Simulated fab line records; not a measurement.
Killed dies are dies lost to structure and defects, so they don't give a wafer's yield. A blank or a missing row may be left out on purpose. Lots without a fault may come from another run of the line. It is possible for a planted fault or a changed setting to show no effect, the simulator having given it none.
Struck lot and sound lot, side by side ; flow nand_harc ; 28 steps out of a route of 1302
Sound: wafers L700.1, L700.3, L700.6. Struck: wafers L717.2, L717.4, L717.5. The cause comes at the end.
Order at every step that has rows: each side's tool, ch and its chambers, its first start. Under that, the readings that differ: sound wafers ; struck wafers ; difference of the means ; sigmas: that difference in standard deviations of wafers without a fault.
alike: a reading whose means differ by less than 2 such deviations, as well as words and numbers matching on both sides. not compared: withheld readings; readings where some wafer has no value; bounds like >300 that might hide an equal value; numbers whose values overlap and for which the record gives no deviation.
A row with sigmas, a row that says differs or no value, or rows on one side alone: a step with any of these is where the two part. Numbers that have no deviation but don't overlap get no sigmas and don't part them. A reading missing from all wafers of one side parts the sides only when that side holds two or more wafers.

NHARC_A_CHANNEL_HOLE_D2_INSPECT_12:
  struck on defect_inspect-01, day 20 04:37; sound on defect_inspect-02, day 13 00:15
  alike: raw_defect_count
then, 1 step without rows for these wafers: NHARC_A_CHANNEL_HOLE_D2_DESCUM_15 (chemistry O2, time 3 s).
NHARC_A_CHANNEL_HOLE_D2_ETCH_38: etches the open film in CF4, target depth 39 nm, time 65 s.
  sound on rie_diel-12 ch 0,3, day 13 00:24; struck on rie_diel-12 ch 0,3, day 20 04:46
  alike: cf4_flow_sccm, drypump_motor_current_A, oes_product_au, rf_vpp_V, showerhead_plenum_p_Torr, throttle_valve_pct
  not compared: rf_hours_counter_h
NHARC_A_CHANNEL_HOLE_D2_ETCH_39: etches the open film in N2/H2, target depth 260 nm, time 325 s.
  sound on rie_diel-12 ch 1,2,3; struck on rie_diel-12 ch 0,1,3
  alike: drypump_motor_current_A, oes_product_au, rf_vpp_V, showerhead_plenum_p_Torr, throttle_valve_pct
  not compared: rf_hours_counter_h
NHARC_A_CHANNEL_HOLE_D2_ETCH_34: etches the open film in CF4/CHF3, target depth 154 nm, time 77 s.
  sound on rie_diel-12 ch 0,1,2; struck on rie_diel-12 ch 0,1
  alike: cf4_flow_sccm, drypump_motor_current_A, oes_product_au, rf_vpp_V, showerhead_plenum_p_Torr, throttle_valve_pct
  not compared: rf_hours_counter_h
NHARC_A_CHANNEL_HOLE_D2_ETCH_16: etches the open film in O2/COS, target depth 3100 nm, time 806 s.
  sound on rie_diel-12 ch 0,2,3; struck on rie_diel-12 ch 1,2
  alike: drypump_motor_current_A, oes_product_au, rf_vpp_V, showerhead_plenum_p_Torr, throttle_valve_pct
  not compared: rf_hours_counter_h
NHARC_A_CHANNEL_HOLE_D2_CD_MEAS_18:
  struck on cd_sem-02, day 20 05:47; sound on cd_sem-03, day 13 01:25
  alike: cd_nm
then, 5 steps without rows for these wafers: NHARC_A_CHANNEL_HOLE_D2_ETCH_19 (etches the open film in C4F8/O2/Ar, time 34.5 s); NHARC_A_CHANNEL_HOLE_D2_ETCH_20 (etches the open film in C4F8/O2/Ar, time 361.9 s, target depth 1600 nm); NHARC_A_CHANNEL_HOLE_D2_ETCH_21 (etches the open film in C4F8/O2/Ar, time 514.3 s, target depth 1600 nm); NHARC_A_CHANNEL_HOLE_D2_ETCH_22 (etches the open film in C4F8/O2/Ar, time 666.7 s, target depth 1600 nm); NHARC_A_CHANNEL_HOLE_D2_ETCH_23 (etches the open film in C4F8/O2/Ar, time 819 s, target depth 1600 nm).
NHARC_A_CHANNEL_HOLE_D2_ETCH_24: etches the open film in C4F8/O2/Ar, time 906.2 s, target depth 1500 nm.
  sound on har_etch-02 ch 0,1, day 13 03:38; struck on har_etch-01 ch 0,1, day 20 10:43
  alike: drypump_motor_current_A, showerhead_plenum_p_Torr, throttle_valve_pct
  not compared: rf_hours_counter_h
then, 7 steps without rows for these wafers: NHARC_A_CHANNEL_HOLE_D2_ETCH_25 (etches the open film in C4F8/O2/Ar, time 1040.2 s, target depth 1500 nm); NHARC_A_CHANNEL_HOLE_D2_ETCH_26 (etches the open film in C4F8/O2/Ar, time 224.1 s, target depth 300 nm); NHARC_A_CHANNEL_HOLE_D2_ETCH_27 (etches the open film in C4F8/O2/Ar, time 90 s, target depth 400 nm); NHARC_A_CHANNEL_HOLE_D2_STRIP_41 (strips in N2/H2); NHARC_A_CHANNEL_HOLE_D2_STRIP_42 (strips in CF4/CHF3); NHARC_A_CHANNEL_HOLE_D2_STRIP_43 (strips in O2/COS); NHARC_A_CHANNEL_HOLE_D2_ETCH_44 (etches the open film in CF4/O2, target depth 140 nm, overetch 14 nm, time 77 s).
NHARC_A_CHANNEL_HOLE_D2_STRIP_28: strips in O2.
  sound on rie_diel-12 ch 0,1,2; struck on rie_diel-12 ch 1,3
  alike: drypump_motor_current_A, oes_product_au, rf_vpp_V, showerhead_plenum_p_Torr, throttle_valve_pct
  not compared: rf_hours_counter_h
then, 2 steps without rows for these wafers: NHARC_A_CHANNEL_HOLE_D2_PRECLEAN_29 (cleans in SC1); NHARC_A_CHANNEL_HOLE_D2_SRD_30.
NHARC_A_CHANNEL_HOLE_D2_CD_MEAS_31:
  struck on cd_sem-01, day 20 14:00; sound on cd_sem-02, day 13 07:02
  alike: cd_nm
then, 1 step without rows for these wafers: NHARC_A_CHANNEL_HOLE_D2_XSEM_32.
NHARC_A_CHANNEL_HOLE_D2_INSPECT_40:
  struck on defect_inspect-01, day 20 14:11; sound on defect_inspect-02, day 13 07:13
reading;sound;struck;difference;sigmas
raw_defect_count;252 243 227;942 1107 1007;+778;+9
then, 1 step without rows for these wafers: NHARC_A_CHANNEL_FILL_D2_PRECLEAN_00 (cleans in SC1).
-- jump in the record: it breaks off in module A_CHANNEL_FILL_D2 and resumes in module END (first step shown: number 1302 of the route), and 11 days separate the struck wafers' starts before and after --
NHARC_END_SORT_01:
  the record has rows for the struck wafers here (prober-02 ch 0, day 31 07:20) and none for the sound ones

== WHERE THEY PART ==
Last at NHARC_END_SORT_01 as far as this record goes, first at NHARC_A_CHANNEL_HOLE_D2_INSPECT_40.

WHY: whatever the simulator had introduced
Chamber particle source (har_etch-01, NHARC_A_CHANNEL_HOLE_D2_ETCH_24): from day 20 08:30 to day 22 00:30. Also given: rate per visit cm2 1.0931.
